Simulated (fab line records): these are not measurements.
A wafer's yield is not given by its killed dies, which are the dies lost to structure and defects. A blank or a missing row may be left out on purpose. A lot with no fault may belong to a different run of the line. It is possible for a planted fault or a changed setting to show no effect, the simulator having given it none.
Matching of chambers + flow n5_finfet + ald_sin-04 running N5_BEOL_M3_ALD_98: 3 sister chambers
The step deposits SiO2, target thk 2.5 nm, pulse time 1 s, co reactant pulse time 1 s. 14 wafers are shown with their chamber, then 6 later ones without.

== WAFERS WITH THEIR CHAMBER ==
| wafer  | chamber | heater_power_w (W) | susceptor_temp_C (C) | precursor_pulse_height_rel |
|--------|---------|--------------------|----------------------|----------------------------|
| L077.3 | 2       | 86                 | 100.10               | 1.002                      |
| L077.5 | 3       | 73                 | 100.02               | 1.013                      |
| L077.6 | 2       | 89                 | 100.28               | 1.039                      |
| L076.4 | 3       | 72                 | 100.00               | 0.981                      |
| L076.5 | 2       | 85                 | 99.97                | 1.010                      |
| L076.6 | 1       | 78                 | 99.96                | 1.030                      |
| L082.1 | 1       | 77                 | 100.09               | 0.981                      |
| L082.3 | 3       | 74                 | 100.01               | 1.014                      |
| L082.4 | 2       | 85                 | 100.08               | 1.011                      |
| L086.3 | 2       | 86                 | 100.14               | 0.987                      |
| L086.4 | 1       | 78                 | 100.07               | 0.980                      |
| L086.6 | 3       | 72                 | 99.89                | 1.002                      |
| L085.2 | 3       | 72                 | 100.03               | 1.016                      |
| L085.4 | 2       | 85                 | 100.19               | 0.994                      |

SIGNATURES (means of the wafers above)
| reading                    | chamber 1 | chamber 2 | chamber 3 | scatter within a chamber |
|----------------------------|-----------|-----------|-----------|--------------------------|
| heater_power_w             | 77.67     | 86.00     | 72.60     | 1.2                      |
| susceptor_temp_C           | 100.0400  | 100.1267  | 99.9900   | 0.0842                   |
| precursor_pulse_height_rel | 0.99700   | 1.00717   | 1.00520   | 0.0194                   |
Rule: distance of a wafer from a chamber = root of the sum over the readings of ((wafer's reading minus chamber's mean) / reading's scatter) squared. If the next closest chamber is less than 2 further off than the closest, the wafer can't be placed; otherwise it belongs to the closest. The scatter is the square root of a quotient: the sum, over the shown wafers, of each reading's squared deviation from its chamber's mean, divided by wafers minus chambers.

== WAFERS WITHOUT THEIR CHAMBER ==
| wafer  | heater_power_w (W) | susceptor_temp_C (C) | precursor_pulse_height_rel |
|--------|--------------------|----------------------|----------------------------|
| L085.6 | 77                 | 100.18               | 1.042                      |
| L089.3 | 77                 | 100.24               | 0.986                      |
| L089.6 | 86                 | 100.02               | 1.001                      |
| L091.3 | 72                 | 100.11               | 1.021                      |
| L091.4 | 78                 | 100.10               | 0.975                      |
| L091.6 | 76                 | 100.15               | 1.000                      |

== WHICH CHAMBER EACH ONE RAN IN ==
| wafer  | from the rows above     | in truth |
|--------|-------------------------|----------|
| L085.6 | can't be placed: 1 or 3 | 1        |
| L089.3 | 1                       | 1        |
| L089.6 | 2                       | 2        |
| L091.3 | 3                       | 3        |
| L091.4 | 1                       | 1        |
| L091.6 | can't be placed: 1 or 3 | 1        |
Placed correctly: 4 of 6. Cannot be placed on the basis of these rows: 2; the candidates contain the true chamber in 2. Placed wrongly: 0.
